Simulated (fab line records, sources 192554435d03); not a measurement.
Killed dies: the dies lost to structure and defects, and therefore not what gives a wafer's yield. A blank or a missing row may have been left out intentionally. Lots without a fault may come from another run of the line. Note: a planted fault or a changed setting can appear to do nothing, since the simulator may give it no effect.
Chamber matching -- flow n5-finfet -- pecvd-02 running N5_BEOL_M1_ILD_DEP_00: 3 sister chambers
The step deposits SiOC from DEMS/O2, target thk 79 nm, time 15.3 s. 6 wafers are shown with their chamber, then 7 later ones without.

WAFERS, EACH WITH ITS CHAMBER
wafer,chamber,showerhead-vpp-V (V),throttle-valve-pct (%)
L082.4,2,1365,11.3
L082.5,0,1518,12.6
L084.1,0,1513,12.6
L084.6,1,1364,13.3
L087.1,2,1348,11.2
L087.3,1,1373,13.2

WAFERS MISSING THEIR CHAMBER
wafer,showerhead-vpp-V (V),throttle-valve-pct (%)
L087.5,1319,13.1
L089.2,1504,12.8
L089.3,1345,11.3
L089.4,1376,13.4
L091.3,1338,11.4
L091.4,1372,11.5
L091.5,1518,12.5

CHAMBER TAKEN BY EACH
wafer,from the rows above,in truth
L087.5,1,1
L089.2,0,0
L089.3,2,2
L089.4,1,1
L091.3,2,2
L091.4,2,2
L091.5,0,0
7 of 7 placed correctly. Left unplaced by these rows: 0. Number placed wrongly: 0.
How it was worked out, from the rows above alone: a wafer's distance from a chamber is the root of the sum, over the readings, of the square of ((its reading less the chamber's mean) divided by the reading's scatter). The wafer belongs to the nearest chamber; if the next one is less than 2 further off, it can't be placed. For every chamber, the mean is computed from those of its wafers that are shown. The scatter is the square root of a quotient: the sum, over the shown wafers, of each reading's squared deviation from its chamber's mean, divided by wafers minus chambers.
